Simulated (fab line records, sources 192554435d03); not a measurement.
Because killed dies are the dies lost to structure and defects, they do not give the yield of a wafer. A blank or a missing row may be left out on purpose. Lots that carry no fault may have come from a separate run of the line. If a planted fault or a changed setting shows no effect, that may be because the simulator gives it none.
Chamber matching | flow n5-finfet | N5_DUMMY_GATE_ETCH_42 on rie-diel-04: 4 sister chambers
The step etches SiO2 in CHF3/O2, target depth 3.5 nm, time 31 s. 4 wafers are shown with their chamber, then 11 later ones without.

## EACH WAFER AND ITS CHAMBER
wafer  | chamber | drypump-motor-current-A (A)
L082.3 | 0       | 6.0
L088.1 | 2       | 5.6
L088.3 | 1       | 5.7
L090.2 | 3       | 5.2

## WAFERS WITHOUT THEIR CHAMBER
wafer  | drypump-motor-current-A (A)
L090.3 | 6.0
L090.6 | 5.6
L091.1 | 6.0
L091.3 | 5.8
L091.6 | 5.6
L096.1 | 5.6
L096.3 | 6.0
L096.6 | 6.1
L097.2 | 6.0
L097.3 | 5.6
L097.5 | 5.7

## CHAMBER TAKEN BY EACH
wafer  | from the rows above | in truth
L090.3 | 0                   | 0
L090.6 | 2                   | 2
L091.1 | 0                   | 0
L091.3 | 1                   | 1
L091.6 | 2                   | 2
L096.1 | 2                   | 2
L096.3 | 0                   | 0
L096.6 | 0                   | 0
L097.2 | 0                   | 0
L097.3 | 2                   | 2
L097.5 | 1                   | 1
Placed correctly: 11 of 11. Can't be placed from these rows: 0. Number placed wrongly: 0.
How it was worked out, from the rows above alone: a wafer's distance from a chamber is the root of the sum, over the readings, of the square of ((its reading less the chamber's mean) divided by the reading's scatter). The wafer belongs to the nearest chamber; if the next one is less than 2 further off, it can't be placed. The mean given for a chamber averages the wafers shown for that chamber. The scatter: root of mean squared gap, hidden wafer to nearest shown wafer, with one shown wafer a chamber.
